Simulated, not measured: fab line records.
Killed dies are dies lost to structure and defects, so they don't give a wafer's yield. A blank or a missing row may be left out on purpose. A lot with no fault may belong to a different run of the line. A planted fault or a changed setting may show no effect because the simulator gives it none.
Code-filled problem report in 8D (eight disciplines) form || flow n5Finfet || the parts of the form that need people (team, actions taken, sign-off) are left out

1. WHAT WENT WRONG
Wafers without a fault read 143.1 s, standard deviation 0.48; runLengthS at N5_BEOL_M3_ETCH_70 reads a mean of 100.5 s on 2 wafers belonging to 2 lots. That is -89 standard deviations from the usual mean.
The step: etches SOC in N2/H2, target depth 80 nm, overetch 16 nm, time 120 s.
Earliest sighting: wafer L607.6 on rieDiel-01 at day 9 23:26. Wafers with a number at this step in the record: 24, from 9 lots. By rule, "out" or "out of limits" means more than 4 standard deviations away from the usual mean. Any other wafer with a number is counted as sound.

2. WHAT IT IS, WHAT IT ISN'T
{"question": "which readings at this step", "is": "runLengthS", "is not": "drypumpMotorCurrentA, rfVppV, showerheadPlenumPTorr, throttleValvePct"}
{"question": "which lots", "is": "L607, L608", "is not": "L603, L604, L605, L615, L618, L619, L620"}
{"question": "which wafers of those lots", "is": "L607.6, L608.6", "is not": "L607.1, L608.4"}
{"question": "read on which tools", "is": "rieDiel-01", "is not": "rieDiel-02, rieDiel-06"}
{"question": "when", "is": "from day 9 23:26", "is not": "up to then (10 sound wafers); but 12 sound wafers of L608, L615, L618, L619, L620 came after"}

3. WHAT RULES OUT EACH SUSPECT
Counting: if a tool at a process step up to the reading ran every lot that is out, it stays a suspect. Sound lots after the first of them don't rule it out here, since some wafers of a struck lot are sound.
- rieDiel-01 at N5_BEOL_M3_ETCH_70 (etches SOC in N2/H2, target depth 80 nm, overetch 16 nm, time 120 s): kept. Every lot that is out went through it, the first being L607 (day 9 23:26); the last sound lot it ran before that was L605 (day 9 11:27). Its own runLengthS readings are out on those wafers.
- rieDiel-01, N5_BEOL_M3_ETCH_70: wafers that are out in chamber 1, sound lot-mates in chambers 0, 2.
Remaining after the count: rieDiel-01 at N5_BEOL_M3_ETCH_70.

4. THE CAUSE (what the simulator had put in)
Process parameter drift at N5_BEOL_M3_ETCH_70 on rieDiel-01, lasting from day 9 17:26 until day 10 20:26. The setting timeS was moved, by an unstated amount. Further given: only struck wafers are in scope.
Only this tool survived the counting.

5. THE EFFECT CHAIN, in route order
Rows list readings where the struck wafers' mean (over those with a number) sits beyond 3 standard deviations from the usual. Only readings for which the record gives a usual standard deviation are gone through. hours: the time from each lot's start at the first step in this table that gives one to its start at this step, as a median over the lots. sigmas: the change in usual standard deviations.
{"hours": 0, "step": "N5_BEOL_M3_ETCH_70", "reading": "oesProductAu", "usual": "0.60 a.u.", "on struck wafers": 0.86, "change": "+0.26", "sigmas": "+3.7"}
{"hours": 0, "step": "N5_BEOL_M3_ETCH_70", "reading": "runLengthS", "usual": "143.1 s", "on struck wafers": 100.5, "change": -42.6, "sigmas": -89}
Process steps it contains:
- N5_BEOL_M3_ETCH_70: etches SOC in N2/H2, target depth 80 nm, overetch 16 nm, time 120 s.
At these later measuring or inspecting steps, every struck wafer for which the step has a row has a number for every such reading, and none has moved that far: N5_BEOL_M4_RC_MEAS_101.

6. HOW IT WOULD HAVE BEEN CAUGHT EARLIER
In this record no reading fell out of limits until day 9 23:26, 6 hours after the fault had begun at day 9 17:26.
